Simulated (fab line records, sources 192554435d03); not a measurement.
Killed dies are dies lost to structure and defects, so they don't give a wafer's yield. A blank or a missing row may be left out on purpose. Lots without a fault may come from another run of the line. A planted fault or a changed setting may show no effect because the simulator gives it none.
Chamber matching | flow n5_finfet | N5_GATE_CUT_CMP_43 on cmp-02: 4 sister chambers
The step polishes SiO2. 18 wafers are shown with their chamber, then 9 later ones without.

WAFERS WITH THEIR CHAMBER
wafer  | chamber | motor_current_A (A)
L074.3 | 2       | 12.0
L074.4 | 1       | 12.7
L074.5 | 1       | 13.1
L075.2 | 3       | 12.5
L075.4 | 0       | 12.3
L075.6 | 1       | 13.6
L079.1 | 2       | 12.2
L079.4 | 0       | 12.3
L079.5 | 2       | 11.6
L080.1 | 2       | 12.0
L080.3 | 0       | 12.3
L080.5 | 3       | 12.2
L081.2 | 0       | 12.8
L081.4 | 3       | 11.7
L081.6 | 1       | 12.2
L085.1 | 3       | 12.0
L085.3 | 0       | 12.1
L085.6 | 3       | 12.0

SIGNATURES (means of the wafers above)
reading         | chamber 0 | chamber 1 | chamber 2 | chamber 3 | scatter within a chamber
motor_current_A | 12.360    | 12.900    | 11.950    | 12.080    | 0.365
Rule: a wafer's distance from a chamber is the root of the sum, over the readings, of the square of ((its reading less the chamber's mean) divided by the reading's scatter). The wafer belongs to the nearest chamber; if the next one is less than 2 further off, it can't be placed. The scatter: the root of (the sum of the squares of (reading less its chamber's mean) over the shown wafers, divided by (wafers less chambers)).

WAFERS WITHOUT THEIR CHAMBER
wafer  | motor_current_A (A)
L087.1 | 12.3
L087.4 | 12.0
L087.6 | 12.8
L088.1 | 13.0
L088.3 | 12.1
L088.6 | 13.1
L094.1 | 12.6
L094.3 | 12.7
L094.5 | 12.5

WHICH CHAMBER EACH WENT THROUGH
wafer  | from the rows above               | in truth
L087.1 | can't be placed: 0 or 3 or 2 or 1 | 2
L087.4 | can't be placed: 2 or 3 or 0      | 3
L087.6 | can't be placed: 1 or 0 or 3      | 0
L088.1 | can't be placed: 1 or 0           | 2
L088.3 | can't be placed: 3 or 2 or 0      | 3
L088.6 | can't be placed: 1 or 0           | 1
L094.1 | can't be placed: 0 or 1 or 3 or 2 | 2
L094.3 | can't be placed: 1 or 0 or 3 or 2 | 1
L094.5 | can't be placed: 0 or 1 or 3 or 2 | 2
Placed correctly: 0 of 9. Can't be placed from these rows: 9 (the true chamber is among the candidates in 8). Placed wrongly: 0.
